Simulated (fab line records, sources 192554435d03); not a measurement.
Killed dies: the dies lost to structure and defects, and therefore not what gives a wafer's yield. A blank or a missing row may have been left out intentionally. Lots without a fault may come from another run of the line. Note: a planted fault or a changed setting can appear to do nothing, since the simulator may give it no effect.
fab line records | flow n5-finfet | part 1 of 2: steps 1 to 21 of 30
record lots=5 | wafers=15 | last-day=17
route steps=1938 shown DUMMY_GATE@257 SPACER0@258 SD_EPI_N@262
lots with no fault: from the same line, run without faults
start-h: hours from the record's first day to the start of the lot's first wafer shown | wait-h: hours since the lot's step before | " the same as in the row above | L1.1+2: a single row standing in for several wafers | - no value, or no start given | * or withheld: withheld | < > ~ a bound
route shown NAME@n: NAME is a module with steps in the file, n the number in the route of the first one | usual: mean/standard deviation taken from wafers without a fault | same: alike in all rows | chamber/n: place in a boat | sites: each site's reading | _std_site: the values' standard deviation | _edge_site: inner sites' mean taken away from outer sites' mean | radius-mm: how far each site lies from the wafer's centre | mask NAME#n: copy n | behind: the most recent tool/chamber to have shaped the wafer | hold: the reason the lot was held/the length of the hold in hours/how it ended | device: the transistor (n, p or np) that didn't switch | end of line: the tests these same wafers got at the end of their route | a step with no rows: only its recipe | killed: the dies lost at the first sort to structure and to defects; this is not the yield of the wafer | map: per-die view of a wafer (x killed, . not killed, _ where there is no die)
set.NAME: setting as actually run; set.NAME@STEP: the setting as run at that earlier step | model.NAME: the simulator's own value behind a step, which no gauge read
certain route steps with their lots: each step a table, each wafer a row
services: from which hour (start-h, from the record's first day; less than 0 if before it) a tool's chamber was out of use, for how many hours, and why
## steps
# step N5_DUMMY_GATE_INSPECT_27
# recipe inspect-instrument=brightfield | mode=aei
# usual raw-defect-count=315/87
lot.wafer | tool              | chamber | start-h | wait-h | raw-defect-count
L082.1    | defect-inspect-02 | -       | 97.08   | 0.0    | 362
L082.4    | "                 | -       | "       | "      | 305
L082.6    | "                 | -       | "       | "      | 440
L084.3    | defect-inspect-02 | -       | 112.01  | 0.0    | 421
L084.5    | "                 | -       | "       | "      | 275
L084.6    | "                 | -       | "       | "      | 343
L086.2    | defect-inspect-01 | -       | 124.14  | 0.0    | 247
L086.3    | "                 | -       | "       | "      | 270
L086.5    | "                 | -       | "       | "      | 226
L088.1    | defect-inspect-02 | -       | 134.25  | 0.0    | 289
L088.3    | "                 | -       | "       | "      | 283
L088.4    | "                 | -       | "       | "      | 244
L094.2    | defect-inspect-02 | -       | 172.00  | 0.0    | 236
L094.3    | "                 | -       | "       | "      | 327
L094.4    | "                 | -       | "       | "      | 314
# step N5_SPACER0_ALD_07
# recipe material=SiNx | target-thk-a=20 | temp-c=400 | ald-precursor-family=SiH2I2 | ald-co-reactant=N2/H2-plasma | pressure-torr=2
# usual heater-power-w=835/67
lot.wafer | tool       | chamber | start-h | wait-h | heater-power-w | since-wet-clean-h
L082.1    | ald-sin-03 | 3       | 97.12   | 0.0    | 802            | 286
L082.4    | "          | 2       | "       | "      | 917            | 286
L082.6    | "          | 2       | "       | "      | 889            | -
L084.3    | ald-sin-04 | 2       | 112.68  | 0.7    | 745            | 210
L084.5    | "          | 0       | "       | "      | 858            | -
L084.6    | "          | 1       | "       | "      | 826            | -
L086.2    | ald-sin-04 | 2       | 126.13  | 2.0    | 766            | 224
L086.3    | "          | 3       | "       | "      | 899            | 224
L086.5    | "          | 2       | "       | "      | 756            | -
L088.1    | ald-sin-04 | 0       | 134.29  | 0.0    | 851            | 232
L088.3    | "          | 2       | "       | "      | 739            | 232
L088.4    | "          | 3       | "       | "      | 905            | 232
L094.2    | ald-sin-04 | 3       | 172.03  | 0.0    | 921            | 270
L094.3    | "          | 0       | "       | "      | 871            | 270
L094.4    | "          | 1       | "       | "      | 821            | 270
# step N5_SPACER0_ALD_00
# recipe material=SiOCN | target-thk-a=35 | temp-c=400 | ald-precursor-family=alkyl-aminosilane | ald-co-reactant=O2/N2-plasma | pulse-time-s=3 | purge-time-s=2 | co-reactant-purge-time-s=2 | ald-cycles=58 | pressure-torr=2
# usual heater-power-w=834/65 | precursor-pulse-height-rel=0.999/0.018
# same co-reactant-purge-time-s=2
lot.wafer | tool       | chamber | start-h | wait-h | heater-power-w | precursor-pulse-height-rel | since-wet-clean-h
L082.1    | ald-sin-03 | 3       | 97.27   | 0.1    | 822            | 0.978                      | 287
L082.4    | "          | 2       | "       | "      | 910            | 1.005                      | 287
L082.6    | "          | 2       | "       | "      | 897            | 0.994                      | -
L084.3    | ald-sin-04 | 2       | 112.84  | 0.1    | 746            | 0.987                      | 211
L084.5    | "          | 0       | "       | "      | 859            | 0.979                      | -
L084.6    | "          | 1       | "       | "      | 811            | 1.017                      | -
L086.2    | ald-sin-04 | 2       | 126.28  | 0.1    | 723            | 1.010                      | 224
L086.3    | "          | 3       | "       | "      | 905            | 1.011                      | 224
L086.5    | "          | 2       | "       | "      | 741            | 1.038                      | -
L088.1    | ald-sin-04 | 0       | 134.44  | 0.1    | 864            | 1.019                      | 232
L088.3    | "          | 2       | "       | "      | 735            | 0.994                      | 232
L088.4    | "          | 3       | "       | "      | 904            | 0.962                      | 232
L094.2    | ald-sin-04 | 3       | 172.19  | 0.1    | 906            | 0.999                      | 270
L094.3    | "          | 0       | "       | "      | 870            | 1.005                      | 270
L094.4    | "          | 1       | "       | "      | 805            | 1.008                      | 270
# step N5_SPACER0_ALD_08
# recipe material=SiNx | target-thk-a=20 | temp-c=400 | ald-precursor-family=SiH2I2 | ald-co-reactant=N2/H2-plasma | pressure-torr=2
# usual heater-power-w=834/66
lot.wafer | tool       | chamber | start-h | wait-h | heater-power-w | since-wet-clean-h
L082.1    | ald-sin-03 | 3       | 97.53   | 0.1    | 829            | 287
L082.4    | "          | 2       | "       | "      | 895            | 287
L082.6    | "          | 2       | "       | "      | 895            | -
L084.3    | ald-sin-04 | 2       | 113.09  | 0.1    | 737            | 211
L084.5    | "          | 0       | "       | "      | 847            | -
L084.6    | "          | 1       | "       | "      | 809            | -
L086.2    | ald-sin-04 | 2       | 126.54  | 0.1    | 769            | 224
L086.3    | "          | 3       | "       | "      | 921            | 224
L086.5    | "          | 2       | "       | "      | 749            | -
L088.1    | ald-sin-04 | 0       | 134.70  | 0.1    | 885            | 232
L088.3    | "          | 2       | "       | "      | 746            | 232
L088.4    | "          | 3       | "       | "      | 924            | 232
L094.2    | ald-sin-04 | 3       | 172.44  | 0.1    | 906            | 270
L094.3    | "          | 0       | "       | "      | 853            | 270
L094.4    | "          | 1       | "       | "      | 810            | 270
# step N5_SPACER0_INSPECT_04
# recipe inspect-instrument=darkfield | mode=post-dep
# usual raw-defect-count=140/31
lot.wafer | tool              | chamber | start-h | wait-h | raw-defect-count
L082.1    | defect-inspect-01 | -       | 97.68   | 0.1    | 171
L082.4    | "                 | -       | "       | "      | 120
L082.6    | "                 | -       | "       | "      | 184
L084.3    | defect-inspect-01 | -       | 113.25  | 0.1    | 130
L084.5    | "                 | -       | "       | "      | 121
L084.6    | "                 | -       | "       | "      | 155
L086.2    | defect-inspect-01 | -       | 126.71  | 0.1    | 117
L086.3    | "                 | -       | "       | "      | 125
L086.5    | "                 | -       | "       | "      | 117
L088.1    | defect-inspect-01 | -       | 134.86  | 0.1    | 128
L088.3    | "                 | -       | "       | "      | 154
L088.4    | "                 | -       | "       | "      | 143
L094.2    | defect-inspect-02 | -       | 172.60  | 0.1    | 117
L094.3    | "                 | -       | "       | "      | 146
L094.4    | "                 | -       | "       | "      | 139
# step N5_SD_EPI_N_COAT_32
# recipe resist=SOC | temp-c=250 | time-s=60 | spin-rpm=1500 | resist-thk-nm=350
# usual heater-power-total-W=500.5/1.7 | plate-temp-C=250.01/0.19
lot.wafer | tool           | chamber | start-h | wait-h | heater-power-total-W | plate-temp-C
L082.1    | litho-track-04 | 0       | 97.71   | 0.0    | 497.8                | 250.18
L082.4    | "              | 0       | "       | "      | 501.0                | 249.69
L082.6    | "              | 0       | "       | "      | 498.1                | 250.18
L084.3    | litho-track-02 | 0       | 113.28  | 0.0    | 503.1                | 249.81
L084.5    | "              | 0       | "       | "      | 499.7                | 249.90
L084.6    | "              | 0       | "       | "      | 500.6                | 249.94
L086.2    | litho-track-04 | 0       | 126.74  | 0.0    | 497.8                | 250.16
L086.3    | "              | 0       | "       | "      | 503.2                | 249.91
L086.5    | "              | 0       | "       | "      | 502.5                | 249.76
L088.1    | litho-track-01 | 0       | 134.89  | 0.0    | 500.9                | 250.40
L088.3    | "              | 0       | "       | "      | 500.2                | 249.93
L088.4    | "              | 0       | "       | "      | 502.3                | 250.15
L094.2    | litho-track-01 | 0       | 172.63  | 0.0    | 500.7                | 250.40
L094.3    | "              | 0       | "       | "      | 499.6                | 250.22
L094.4    | "              | 0       | "       | "      | 500.0                | 250.10
# step N5_SD_EPI_N_COAT_33
# recipe resist=SiARC | temp-c=220 | time-s=60 | spin-rpm=1500 | resist-thk-nm=35
# usual heater-power-total-W=427.3/2.2 | plate-temp-C=219.98/0.17
lot.wafer | tool           | chamber | start-h | wait-h | heater-power-total-W | plate-temp-C
L082.1    | litho-track-04 | 0       | -       | -      | 426.5                | 220.03
L082.4    | "              | 0       | "       | "      | 424.8                | 219.96
L082.6    | "              | 0       | "       | "      | 427.8                | 220.19
L084.3    | litho-track-02 | 0       | -       | -      | 427.4                | 220.13
L084.5    | "              | 0       | "       | "      | 424.2                | 219.84
L084.6    | "              | 0       | "       | "      | 425.8                | 219.69
L086.2    | litho-track-04 | 0       | -       | -      | 426.8                | 219.89
L086.3    | "              | 0       | "       | "      | 430.6                | 219.87
L086.5    | "              | 0       | "       | "      | 426.4                | 219.70
L088.1    | litho-track-01 | 0       | -       | -      | 424.7                | 219.73
L088.3    | "              | 0       | "       | "      | 429.4                | 219.71
L088.4    | "              | 0       | "       | "      | 424.1                | 219.93
L094.2    | litho-track-01 | 0       | -       | -      | 427.9                | 220.18
L094.3    | "              | 0       | "       | "      | 426.9                | 219.87
L094.4    | "              | 0       | "       | "      | 429.1                | 220.21
# step N5_SD_EPI_N_COAT_03
# recipe resist=CAR-ArF-block | spin-rpm=1500 | resist-thk-nm=150
lot.wafer  | tool           | chamber | start-h | wait-h
L082.1+4+6 | litho-track-04 | 0       | -       | -
L084.3+5+6 | litho-track-02 | 0       | -       | -
L086.2+3+5 | litho-track-04 | 0       | -       | -
L088.1+3+4 | litho-track-01 | 0       | -       | -
L094.2+3+4 | litho-track-01 | 0       | -       | -
# step N5_SD_EPI_N_EBR_05
# recipe solvent=PGMEA | ebr-width-mm=1.5
lot.wafer  | tool           | chamber | start-h | wait-h
L082.1+4+6 | litho-track-04 | 0       | -       | -
L084.3+5+6 | litho-track-02 | 0       | -       | -
L086.2+3+5 | litho-track-04 | 0       | -       | -
L088.1+3+4 | litho-track-01 | 0       | -       | -
L094.2+3+4 | litho-track-01 | 0       | -       | -
# step N5_SD_EPI_N_SOFTBAKE_04
# recipe temp-c=110 | time-s=60 | resist=CAR-ArF-block
# usual heater-power-total-W=175.2/1.6 | plate-temp-C=110.02/0.13
lot.wafer | tool           | chamber | start-h | wait-h | heater-power-total-W | plate-temp-C
L082.1    | litho-track-04 | 0       | -       | -      | 176.2                | 110.00
L082.4    | "              | 0       | "       | "      | 175.4                | 109.99
L082.6    | "              | 0       | "       | "      | 173.0                | 110.15
L084.3    | litho-track-02 | 0       | -       | -      | 177.3                | 110.08
L084.5    | "              | 0       | "       | "      | 175.3                | 110.02
L084.6    | "              | 0       | "       | "      | 177.6                | 110.09
L086.2    | litho-track-04 | 0       | -       | -      | 177.4                | 110.05
L086.3    | "              | 0       | "       | "      | 173.7                | 110.18
L086.5    | "              | 0       | "       | "      | 175.2                | 110.10
L088.1    | litho-track-01 | 0       | -       | -      | 173.0                | 109.75
L088.3    | "              | 0       | "       | "      | 176.2                | 109.74
L088.4    | "              | 0       | "       | "      | 173.0                | 109.84
L094.2    | litho-track-01 | 0       | -       | -      | 175.9                | 110.04
L094.3    | "              | 0       | "       | "      | 173.8                | 109.77
L094.4    | "              | 0       | "       | "      | 174.8                | 110.00
# step N5_SD_EPI_N_EXPOSE_06
# recipe mask-id=SD_N_BLK | na=1.35 | source-shape=conventional | sigma-outer=0.8 | polarization=unpolarized | target-cd-nm=120 | dose-mj=39.75
lot.wafer  | tool            | chamber | start-h | wait-h | mask
L082.1+4+6 | arfi-scanner-03 | 0       | 97.96   | -      | SD_N_BLK#0
L084.3+5+6 | arfi-scanner-03 | 0       | 113.54  | -      | SD_N_BLK#0
L086.2+3+5 | arfi-scanner-01 | 0       | 126.99  | -      | SD_N_BLK#0
L088.1+3+4 | arfi-scanner-02 | 0       | 135.13  | -      | SD_N_BLK#0
L094.2+3+4 | arfi-scanner-02 | 0       | 172.76  | -      | SD_N_BLK#0
# step N5_SD_EPI_N_PEB_07
# recipe peb-temp-c=110 | peb-time-s=60 | resist=CAR-ArF-block
# usual heater-power-total-W=175.5/1.6 | plate-temp-C=110.00/0.13
lot.wafer | tool           | chamber | start-h | wait-h | heater-power-total-W | plate-temp-C
L082.1    | litho-track-01 | 0       | 98.01   | 0.1    | 176.6                | 110.26
L082.4    | "              | 0       | "       | "      | 177.2                | 110.21
L082.6    | "              | 0       | "       | "      | 173.1                | 110.22
L084.3    | litho-track-04 | 0       | 113.59  | 0.0    | 173.0                | 109.93
L084.5    | "              | 0       | "       | "      | 176.8                | 109.91
L084.6    | "              | 0       | "       | "      | 176.6                | 109.91
L086.2    | litho-track-04 | 0       | 127.05  | 0.0    | 175.6                | 109.98
L086.3    | "              | 0       | "       | "      | 176.4                | 110.09
L086.5    | "              | 0       | "       | "      | 177.7                | 109.97
L088.1    | litho-track-02 | 0       | 135.19  | 0.1    | 175.2                | 109.71
L088.3    | "              | 0       | "       | "      | 173.4                | 109.98
L088.4    | "              | 0       | "       | "      | 173.8                | 109.93
L094.2    | litho-track-04 | 0       | 172.81  | 0.0    | 173.8                | 109.94
L094.3    | "              | 0       | "       | "      | 175.3                | 110.10
L094.4    | "              | 0       | "       | "      | 175.2                | 109.97
# step N5_SD_EPI_N_DEVELOP_08
# recipe develop-time-s=30 | developer=TMAH | resist=CAR-ArF-block | dev-temp-c=23 | rinse-liquid=diw | dry=air-spin
lot.wafer  | tool           | chamber | start-h | wait-h
L082.1+4+6 | litho-track-01 | 0       | -       | -
L084.3+5+6 | litho-track-04 | 0       | -       | -
L086.2+3+5 | litho-track-04 | 0       | -       | -
L088.1+3+4 | litho-track-02 | 0       | -       | -
L094.2+3+4 | litho-track-04 | 0       | -       | -
# step N5_SD_EPI_N_CD_MEAS_09
# recipe target-cd-nm=120 | landing-energy-ev=500 | detector=se-inlens
# usual cd-nm=120.0/0.65
lot.wafer | tool      | chamber | start-h | wait-h | cd-nm
L082.1    | cd-sem-02 | 0       | 98.08   | -      | 120.4
L082.4    | "         | 0       | "       | "      | 121.3
L082.6    | "         | 0       | "       | "      | 120.4
L084.3    | cd-sem-01 | 0       | 113.65  | -      | 120.3
L084.5    | "         | 0       | "       | "      | 120.7
L084.6    | "         | 0       | "       | "      | 120.3
L086.2    | cd-sem-03 | 0       | 127.11  | -      | 118.8
L086.3    | "         | 0       | "       | "      | 119.2
L086.5    | "         | 0       | "       | "      | 119.7
L088.1    | cd-sem-03 | 0       | 135.26  | -      | 120.3
L088.3    | "         | 0       | "       | "      | 119.6
L088.4    | "         | 0       | "       | "      | 120.5
L094.2    | cd-sem-02 | 0       | 172.88  | -      | 120.0
L094.3    | "         | 0       | "       | "      | 119.2
L094.4    | "         | 0       | "       | "      | 120.0
# step N5_SD_EPI_N_OVL_MEAS_10
# recipe points-per-wafer=44
# usual SD_N_BLK_OVL=-0.4/0.65
# same points-per-wafer=44
lot.wafer | tool       | chamber | start-h | wait-h | SD_N_BLK_OVL[nm]
L082.1    | overlay-01 | 0       | 98.11   | 0.0    | 1.5
L082.4    | "          | 0       | "       | "      | 0.1
L082.6    | "          | 0       | "       | "      | 0.3
L084.3    | overlay-02 | 0       | 113.68  | 0.0    | -0.3
L084.5    | "          | 0       | "       | "      | 0.0
L084.6    | "          | 0       | "       | "      | 0.2
L086.2    | overlay-01 | 0       | 127.14  | 0.0    | 0.0
L086.3    | "          | 0       | "       | "      | -1.2
L086.5    | "          | 0       | "       | "      | 0.8
L088.1    | overlay-01 | 0       | 135.29  | 0.0    | -0.8
L088.3    | "          | 0       | "       | "      | -0.5
L088.4    | "          | 0       | "       | "      | -0.2
L094.2    | overlay-01 | 0       | 172.91  | 0.0    | -0.1
L094.3    | "          | 0       | "       | "      | -0.2
L094.4    | "          | 0       | "       | "      | 0.2
# step N5_SD_EPI_N_INSPECT_11
# recipe mode=adi | inspect-instrument=macro
# usual raw-defect-count=2/1.4
lot.wafer | tool              | chamber | start-h | wait-h | raw-defect-count
L082.1    | defect-inspect-02 | -       | 98.14   | 0.0    | 1
L082.4    | "                 | -       | "       | "      | 0
L082.6    | "                 | -       | "       | "      | 1
L084.3    | defect-inspect-02 | -       | 113.71  | 0.0    | 4
L084.5    | "                 | -       | "       | "      | 5
L084.6    | "                 | -       | "       | "      | 1
L086.2    | defect-inspect-01 | -       | 127.17  | 0.0    | 1
L086.3    | "                 | -       | "       | "      | 2
L086.5    | "                 | -       | "       | "      | 2
L088.1    | defect-inspect-02 | -       | 135.31  | 0.0    | 3
L088.3    | "                 | -       | "       | "      | 2
L088.4    | "                 | -       | "       | "      | 0
L094.2    | defect-inspect-02 | -       | 172.93  | 0.0    | 3
L094.3    | "                 | -       | "       | "      | 2
L094.4    | "                 | -       | "       | "      | 3
# step N5_SD_EPI_N_DESCUM_14
# recipe chemistry=O2 | time-s=7.9 | source-power-w=50 | bias-power-w=20 | pressure-mtorr=20 | rf-frequency-hz=2.712e+07 | temp-c=40 | resist=CAR-ArF-block | o2-flow-sccm=225
# usual drypump-motor-current-A=5.9/0.41 | oes-product-au=0.75/0.071 | rf-vpp-V=243.3/1.3 | showerhead-plenum-p-Torr=2.09/0.07 | throttle-valve-pct=20.41/0.23
lot.wafer | tool        | chamber | start-h | wait-h | drypump-motor-current-A | oes-product-au | rf-hours-counter-h | rf-vpp-V | showerhead-plenum-p-Torr | throttle-valve-pct
L082.1    | rie-diel-03 | 1       | 98.17   | 0.0    | 6.3                     | 0.80           | 93                 | 243.1    | 2.11                     | 20.41
L082.4    | "           | 0       | "       | "      | 6.3                     | 0.68           | 211                | 242.6    | 2.08                     | 20.60
L082.6    | "           | 2       | "       | "      | 5.5                     | 0.69           | -                  | 243.2    | 2.05                     | 20.31
L084.3    | rie-diel-03 | 0       | 113.74  | 0.0    | 6.3                     | 0.67           | 217                | 242.1    | 2.08                     | 20.56
L084.5    | "           | 0       | "       | "      | 6.3                     | 0.68           | -                  | 242.8    | 2.08                     | 20.60
L084.6    | "           | 1       | "       | "      | 6.3                     | 0.79           | -                  | 243.7    | 2.11                     | 20.40
L086.2    | rie-diel-05 | 0       | 127.20  | 0.0    | 5.8                     | 0.72           | 203                | 245.6    | 2.18                     | 20.46
L086.3    | "           | 3       | "       | "      | 6.5                     | 0.72           | 186                | 243.1    | 2.16                     | 20.64
L086.5    | "           | 1       | "       | "      | 5.2                     | 0.71           | -                  | 244.6    | 2.18                     | 20.75
L088.1    | rie-diel-03 | 1       | 135.90  | 0.6    | 6.3                     | 0.79           | 104                | 242.9    | 2.11                     | 20.41
L088.3    | "           | 0       | "       | "      | 6.3                     | 0.67           | 222                | 244.6    | 2.07                     | 20.60
L088.4    | "           | 3       | "       | "      | 6.0                     | 0.73           | 180                | 244.6    | 2.06                     | 20.00
L094.2    | rie-diel-02 | 0       | 172.96  | 0.0    | 6.4                     | 0.76           | 144                | 240.7    | 1.91                     | 20.40
L094.3    | "           | 3       | "       | "      | 5.9                     | 0.84           | 45                 | 243.7    | 2.03                     | 20.40
L094.4    | "           | 2       | "       | "      | 5.8                     | 0.68           | 245                | 242.7    | 2.07                     | 20.76
# step N5_SD_EPI_N_ETCH_34
# recipe chemistry=CF4 | target=SiARC | target-depth-a=455 | mask-material=CAR-ArF-block | time-s=75.8 | ion-energy-ev=80 | pressure-mtorr=40 | source-w=545 | bias-w=36 | Ar_flow_sccm=100 | cf4-flow-sccm=100 | ends=cleared
# usual drypump-motor-current-A=5.9/0.41 | etch-rf-on-time-s=75.8/1.8 | oes-product-au=0.64/0.057 | rf-vpp-V=184.2/1 | showerhead-plenum-p-Torr=2.14/0.064 | throttle-valve-pct=15.63/0.18
lot.wafer | tool        | chamber | start-h | wait-h | drypump-motor-current-A | etch-rf-on-time-s | oes-product-au | rf-hours-counter-h | rf-vpp-V | showerhead-plenum-p-Torr | throttle-valve-pct
L082.1    | rie-diel-03 | 1       | 98.20   | 0.0    | 6.4                     | 76.5              | 0.67           | 93                 | 184.0    | 2.16                     | 15.54
L082.4    | "           | 0       | "       | "      | 6.3                     | 77.9              | 0.60           | 211                | 184.3    | 2.12                     | 15.79
L082.6    | "           | 2       | "       | "      | 5.4                     | 73.8              | 0.60           | -                  | 184.1    | 2.12                     | 15.65
L084.3    | rie-diel-03 | 0       | 113.77  | 0.0    | 6.3                     | 77.2              | 0.59           | 217                | 182.6    | 2.12                     | 15.81
L084.5    | "           | 0       | "       | "      | 6.3                     | 77.4              | 0.59           | -                  | 182.9    | 2.12                     | 15.81
L084.6    | "           | 1       | "       | "      | 6.3                     | 77.0              | 0.67           | -                  | 183.3    | 2.16                     | 15.55
L086.2    | rie-diel-05 | 0       | 127.23  | 0.0    | 5.7                     | 74.9              | 0.62           | 203                | 185.0    | 2.21                     | 15.50
L086.3    | "           | 3       | "       | "      | 6.5                     | 73.4              | 0.62           | 186                | 184.7    | 2.21                     | 15.85
L086.5    | "           | 1       | "       | "      | 5.1                     | 75.0              | 0.61           | -                  | 185.7    | 2.20                     | 15.83
L088.1    | rie-diel-03 | 1       | 135.93  | 0.0    | 6.4                     | 76.7              | 0.68           | 104                | 183.4    | 2.15                     | 15.57
L088.3    | "           | 0       | "       | "      | 6.3                     | 77.4              | 0.58           | 222                | 184.3    | 2.12                     | 15.83
L088.4    | "           | 3       | "       | "      | 5.9                     | 74.5              | 0.63           | 180                | 184.2    | 2.14                     | 15.42
L094.2    | rie-diel-02 | 0       | 173.00  | 0.0    | 6.3                     | 74.1              | 0.65           | 144                | 181.0    | 1.97                     | 15.68
L094.3    | "           | 3       | "       | "      | 5.9                     | 74.3              | 0.74           | 45                 | 183.4    | 2.08                     | 15.58
L094.4    | "           | 2       | "       | "      | 5.7                     | 78.4              | 0.58           | 245                | 183.3    | 2.11                     | 15.90
# step N5_SD_EPI_N_ETCH_35
# recipe chemistry=N2/H2 | target=SOC | overetch-a=1080 | mask-material=SiARC | temp-c=40 | ion-energy-ev=100 | source-w=3000 | bias-w=133 | pressure-mtorr=20 | time-s=486 | n2-flow-sccm=200 | h2-flow-sccm=200
# usual drypump-motor-current-A=5.9/0.41 | oes-product-au=0.67/0.059 | rf-vpp-V=240.8/1.3 | showerhead-plenum-p-Torr=2.54/0.082 | throttle-valve-pct=23.78/0.21
lot.wafer | tool        | chamber | start-h | wait-h | drypump-motor-current-A | oes-product-au | rf-hours-counter-h | rf-vpp-V | showerhead-plenum-p-Torr | throttle-valve-pct
L082.1    | rie-diel-03 | 1       | 98.26   | 0.0    | 6.4                     | 0.72           | 93                 | 240.2    | 2.55                     | 23.61
L082.4    | "           | 0       | "       | "      | 6.3                     | 0.62           | 212                | 240.8    | 2.51                     | 23.76
L082.6    | "           | 2       | "       | "      | 5.4                     | 0.61           | -                  | 239.6    | 2.50                     | 23.78
L084.3    | rie-diel-03 | 0       | 113.83  | 0.0    | 6.3                     | 0.62           | 217                | 240.6    | 2.51                     | 23.79
L084.5    | "           | 0       | "       | "      | 6.3                     | 0.62           | -                  | 239.4    | 2.51                     | 23.79
L084.6    | "           | 1       | "       | "      | 6.4                     | 0.71           | -                  | 242.6    | 2.55                     | 23.61
L086.2    | rie-diel-05 | 0       | 127.29  | 0.0    | 5.8                     | 0.64           | 203                | 242.3    | 2.61                     | 23.69
L086.3    | "           | 3       | "       | "      | 6.5                     | 0.64           | 186                | 240.9    | 2.64                     | 24.23
L086.5    | "           | 1       | "       | "      | 5.1                     | 0.64           | -                  | 242.1    | 2.62                     | 23.80
L088.1    | rie-diel-03 | 1       | 135.99  | 0.0    | 6.4                     | 0.70           | 104                | 241.9    | 2.55                     | 23.62
L088.3    | "           | 0       | "       | "      | 6.3                     | 0.62           | 222                | 240.5    | 2.51                     | 23.79
L088.4    | "           | 3       | "       | "      | 5.9                     | 0.65           | 180                | 243.3    | 2.54                     | 23.56
L094.2    | rie-diel-02 | 0       | 173.05  | 0.0    | 6.3                     | 0.67           | 144                | 237.4    | 2.34                     | 23.78
L094.3    | "           | 3       | "       | "      | 6.0                     | 0.77           | 45                 | 238.4    | 2.46                     | 23.70
L094.4    | "           | 2       | "       | "      | 5.8                     | 0.63           | 245                | 241.1    | 2.48                     | 24.09
# step N5_SD_EPI_N_STRIP_36
# recipe chemistry=N2/H2 | temp-c=40 | n2-flow-sccm=200 | h2-flow-sccm=200 | rf-frequency-hz=6e+07
lot.wafer  | tool        | chamber | start-h | wait-h
L082.1+4+6 | rie-diel-03 | 1,0,2   | 98.58   | 0.2
L084.3+5+6 | rie-diel-03 | 0,0,1   | 114.14  | 0.2
L086.2+3+5 | rie-diel-05 | 0,3,1   | 127.61  | 0.2
L088.1+3+4 | rie-diel-03 | 1,0,3   | 136.30  | 0.2
L094.2+3+4 | rie-diel-02 | 0,3,2   | 173.37  | 0.2
# step N5_SD_EPI_N_ETCHBACK_44
# recipe chemistry=CH3F/O2 | mode=anisotropic-etchback | target=SiNx | target-depth-a=145 | stop-on=SiO2 | over-etch-frac=0.3 | ion-energy-ev=120 | pressure-mtorr=30 | source-w=395 | bias-w=73 | Ar_flow_sccm=150 | CH3F_flow_sccm=30 | O2_flow_sccm=20
# usual drypump-motor-current-A=5.9/0.4 | oes-product-au=0.64/0.056 | rf-vpp-V=298/6.9 | showerhead-plenum-p-Torr=2.00/0.066 | throttle-valve-pct=16.38/0.17
# same over-etch-frac=0.3
lot.wafer | tool        | chamber | start-h | wait-h | drypump-motor-current-A | oes-product-au | rf-hours-counter-h | rf-vpp-V | showerhead-plenum-p-Torr | throttle-valve-pct
L082.1    | rie-diel-03 | 1       | 98.59   | 0.0    | 6.3                     | 0.68           | 93                 | 290      | 2.03                     | 16.36
L082.4    | "           | 0       | "       | "      | 6.3                     | 0.59           | 212                | 297      | 1.97                     | 16.46
L082.6    | "           | 2       | "       | "      | 5.4                     | 0.59           | -                  | 289      | 1.97                     | 16.37
L084.3    | rie-diel-03 | 0       | 114.15  | 0.0    | 6.3                     | 0.59           | 217                | 296      | 1.97                     | 16.48
L084.5    | "           | 0       | "       | "      | 6.3                     | 0.59           | -                  | 296      | 1.97                     | 16.49
L084.6    | "           | 1       | "       | "      | 6.3                     | 0.69           | -                  | 289      | 2.03                     | 16.37
L086.2    | rie-diel-05 | 0       | 127.62  | 0.0    | 5.8                     | 0.61           | 204                | 299      | 2.07                     | 16.27
L086.3    | "           | 3       | "       | "      | 6.5                     | 0.61           | 186                | 299      | 2.08                     | 16.63
L086.5    | "           | 1       | "       | "      | 5.2                     | 0.60           | -                  | 300      | 2.07                     | 16.65
L088.1    | rie-diel-03 | 1       | 136.31  | 0.0    | 6.3                     | 0.68           | 104                | 289      | 2.02                     | 16.37
L088.3    | "           | 0       | "       | "      | 6.3                     | 0.59           | 222                | 294      | 1.97                     | 16.50
L088.4    | "           | 3       | "       | "      | 5.9                     | 0.61           | 180                | 290      | 1.99                     | 16.14
L094.2    | rie-diel-02 | 0       | 173.38  | 0.0    | 6.3                     | 0.64           | 144                | 300      | 1.84                     | 16.50
L094.3    | "           | 3       | "       | "      | 5.9                     | 0.73           | 45                 | 292      | 1.94                     | 16.34
L094.4    | "           | 2       | "       | "      | 5.8                     | 0.60           | 246                | 309      | 1.96                     | 16.63
